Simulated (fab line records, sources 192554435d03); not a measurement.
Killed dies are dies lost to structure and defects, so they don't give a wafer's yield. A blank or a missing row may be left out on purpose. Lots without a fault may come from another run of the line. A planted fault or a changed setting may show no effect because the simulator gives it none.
A struck lot beside a sound one | flow n5_finfet | 15 steps out of a route of 1938
Sound: wafers L652.4, L652.5, L652.6. Struck: wafer L658.4. (L658.3, L658.5 of the same lot were not struck and are left out.) The cause comes at the end.
At each step with rows: each side's tool, then ch and its chambers, then its first start. Under that, the readings that differ: sound wafers | struck wafers | difference of the means | sigmas: that difference in standard deviations of wafers without a fault.
alike: readings whose means differ by less than 2 such deviations, and words and numbers that are the same on both sides. not compared: withheld readings, readings that some wafer has no value for, bounds like >300 that may hide the same value, and numbers for which the record gives no deviation and whose values overlap.
The two part at a step that has a row with sigmas, a row that says differs or no value, or rows on one side only. Numbers that don't overlap but have no deviation are shown without sigmas and don't part them. A reading that every wafer of one side lacks parts them only if that side has two wafers or more.

first, 8 steps without rows for these wafers: N5_BEOL_M10_COAT_59 (time 60 s, resist thk 100 nm); N5_BEOL_M10_COAT_60 (time 60 s, resist thk 30 nm); N5_BEOL_M10_COAT_05 (resist thk 90 nm); N5_BEOL_M10_EBR_07; N5_BEOL_M10_SOFTBAKE_06 (time 60 s); N5_BEOL_M10_EXPOSE_08 (exposes mask M10); N5_BEOL_M10_PEB_09 (peb time 60 s); N5_BEOL_M10_DEVELOP_10 (develop time 30 s).
N5_BEOL_M10_CD_MEAS_11: target cd 64.1 nm.
  sound on cd_sem-03 ch 0, day 11 02:17; struck on cd_sem-02 ch 0, day 12 10:47
  alike: cd_nm
N5_BEOL_M10_OVL_MEAS_12:
  sound on overlay-02 ch 0, day 11 02:19; struck on overlay-01 ch 0, day 12 10:49
  alike: M10_OVL
N5_BEOL_M10_INSPECT_13: inspects for defects (brightfield).
  sound on defect_inspect-02, day 11 02:20; struck on defect_inspect-02, day 12 10:51
  alike: raw_defect_count
N5_BEOL_M10_DESCUM_16: chemistry O2, time 7.9 s.
  sound on rie_diel-02 ch 0,1,3, day 11 02:35; struck on rie_diel-06 ch 0, day 12 11:20
  reading                | sound | struck | difference                   | sigmas
  rf_hours_counter_h (h) | - - - | 211    | no value on the sound wafers |
  alike: bias_power_w, drypump_motor_current_A, oes_product_au, rf_vpp_V, showerhead_plenum_p_Torr, throttle_valve_pct
N5_BEOL_M10_ETCH_61: etches SiARC in CF4, target depth 39 nm, time 65 s.
  sound on rie_diel-02 ch 0,1,3, day 11 02:37; struck on rie_diel-06 ch 0, day 12 11:22
  reading                | sound          | struck | difference                   | sigmas
  etch_rf_on_time_s (s)  | 69.3 65.1 64.0 | 94.9   | +28.8                        | +21
  rf_hours_counter_h (h) | - - -          | 211    | no value on the sound wafers |
  alike: drypump_motor_current_A, oes_product_au, rf_vpp_V, showerhead_plenum_p_Torr, throttle_valve_pct
N5_BEOL_M10_ETCH_62: etches SOC in N2/H2, target depth 110 nm, overetch 22 nm, time 165 s.
  sound on rie_diel-02 ch 0,1,3, day 11 02:43; struck on rie_diel-06 ch 0, day 12 11:25
  reading                | sound | struck | difference                   | sigmas
  rf_hours_counter_h (h) | - - - | 211    | no value on the sound wafers |
  alike: drypump_motor_current_A, n2_flow_sccm, oes_product_au, rf_vpp_V, showerhead_plenum_p_Torr, throttle_valve_pct
N5_PASSIVATION_PROBE_49:
  the record has rows for the sound wafers here (prober-02, day 13 10:57) and none for the struck ones

WHERE THEY PART
First at N5_BEOL_M10_DESCUM_16; last, within this record, at N5_PASSIVATION_PROBE_49.

WHY: what the simulator had put in
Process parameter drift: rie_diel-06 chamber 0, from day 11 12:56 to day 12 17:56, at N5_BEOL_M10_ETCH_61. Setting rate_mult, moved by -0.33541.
